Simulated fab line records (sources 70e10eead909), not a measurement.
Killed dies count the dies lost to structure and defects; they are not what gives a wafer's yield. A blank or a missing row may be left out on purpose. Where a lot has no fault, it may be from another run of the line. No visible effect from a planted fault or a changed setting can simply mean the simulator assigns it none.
Chamber matching -- flow nand-harc -- 4 sister chambers for NHARC_A_CONTACT_ETCH_92 on rie-diel-08
The step etches the open film in CH3F/O2, target depth 40 nm, time 85.7 s. 18 wafers are shown with their chamber, then 9 later ones without.

## WAFERS WITH THEIR CHAMBER
wafer,chamber,showerhead-plenum-p-Torr (Torr),drypump-motor-current-A (A),rf-vpp-V (V)
L296.1,3,2.57,5.2,247.2
L296.3,1,2.36,6.1,242.5
L296.5,1,2.36,6.2,242.9
L295.1,3,2.57,5.3,245.9
L295.2,1,2.36,6.1,242.8
L295.4,0,2.36,5.7,241.5
L304.1,2,2.55,6.2,246.6
L304.3,1,2.35,6.2,243.7
L304.4,0,2.36,5.8,243.6
L305.4,0,2.36,5.7,244.0
L305.5,3,2.57,5.3,247.0
L305.6,0,2.36,5.7,243.4
L309.3,1,2.35,6.2,241.4
L309.5,0,2.35,5.7,243.0
L309.6,1,2.35,6.2,242.7
L312.2,1,2.35,6.2,243.0
L312.4,2,2.55,6.2,244.5
L312.6,1,2.35,6.2,243.5

SIGNATURES, as means of the wafers listed above
reading,chamber 0,chamber 1,chamber 2,chamber 3,scatter within a chamber
showerhead-plenum-p-Torr,2.3580,2.3537,2.5500,2.5700,0.00437
drypump-motor-current-A,5.720,6.175,6.200,5.267,0.046
rf-vpp-V,243.100,242.812,245.550,246.700,0.858
Rule: for each reading, subtract the chamber's mean from the wafer's reading, divide by that reading's scatter and square the result; add these up over the readings and take the root, which gives the wafer's distance from the chamber. If the next closest chamber is less than 2 further off than the closest, the wafer can't be placed; otherwise it belongs to the closest. How the scatter is found: for the shown wafers, subtract from each reading the mean of its chamber, square and add these, divide the total by (wafers less chambers), then take the root.

## WAFERS MISSING THEIR CHAMBER
wafer,showerhead-plenum-p-Torr (Torr),drypump-motor-current-A (A),rf-vpp-V (V)
L313.3,2.35,6.1,242.4
L313.5,2.55,6.2,245.5
L313.6,2.35,5.7,241.9
L314.1,2.35,6.2,243.6
L314.3,2.35,5.7,242.9
L314.4,2.56,5.2,245.4
L316.1,2.56,5.2,245.5
L316.2,2.35,6.2,242.1
L316.5,2.55,6.2,245.4

## THE CHAMBER EACH PASSED THROUGH
wafer,from the rows above,in truth
L313.3,1,1
L313.5,2,2
L313.6,0,0
L314.1,1,1
L314.3,0,0
L314.4,3,3
L316.1,3,3
L316.2,1,1
L316.5,2,2
Correct placement for 9 of the 9. From these rows, 0 cannot be placed. Placed wrongly: 0.
